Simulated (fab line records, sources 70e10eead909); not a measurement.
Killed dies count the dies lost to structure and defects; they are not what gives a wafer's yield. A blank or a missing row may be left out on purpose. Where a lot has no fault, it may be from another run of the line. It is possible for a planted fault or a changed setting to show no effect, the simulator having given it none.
Chamber matching    flow nand-harc    NHARC_A_WL_FILL_ALD_10 on ald-hk-03: 4 sister chambers
The step deposits SiO2, target thk 50 nm, pulse time 10 s, ald cycles 500. 14 wafers are shown with their chamber, then 7 later ones without.

== WAFERS WITH THEIR CHAMBER ==
wafer   chamber  heater-power-w (W)  precursor-pulse-height-rel
L079.3  0        523                 0.996
L079.4  1        631                 1.021
L079.6  2        500                 0.980
L078.1  3        458                 1.024
L078.3  1        619                 0.991
L078.6  3        468                 0.976
L086.1  2        475                 0.974
L086.2  3        472                 0.997
L086.4  1        570                 1.011
L089.3  1        575                 1.029
L089.5  0        512                 0.995
L089.6  1        576                 0.987
L093.3  3        454                 0.980
L093.5  0        512                 0.998

SIGNATURES (averages over the wafers above)
reading                     chamber 0  chamber 1  chamber 2  chamber 3  scatter within a chamber
heater-power-w              515.67     594.20     487.50     463.00     19.6
precursor-pulse-height-rel  0.99633    1.00780    0.97700    0.99425    0.0167
Rule: for a wafer and a chamber, the distance is found by dividing, reading by reading, the gap between the wafer's reading and the chamber's mean by the reading's scatter, squaring, summing and taking the root. The wafer belongs to the nearest chamber; if the next one is less than 2 further off, it can't be placed. The scatter is the square root of a quotient: the sum, over the shown wafers, of each reading's squared deviation from its chamber's mean, divided by wafers minus chambers.

== WAFERS WITH NO CHAMBER GIVEN ==
wafer   heater-power-w (W)  precursor-pulse-height-rel
L093.6  464                 0.992
L097.2  494                 0.999
L097.3  518                 0.954
L097.4  595                 0.998
L094.3  462                 0.994
L094.1  586                 0.956
L094.4  485                 0.993

== WHICH CHAMBER EACH ONE RAN IN ==
wafer   from the rows above           in truth
L093.6  can't be placed: 3 or 2       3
L097.2  can't be placed: 0 or 2 or 3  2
L097.3  can't be placed: 2 or 0 or 3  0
L097.4  1                             1
L094.3  can't be placed: 3 or 2       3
L094.1  can't be placed: 1 or 0       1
L094.4  can't be placed: 2 or 3 or 0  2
Correctly placed: 1 of 7. These rows do not allow placing 6 (true chamber among the candidates in 6). Placed wrongly: 0.
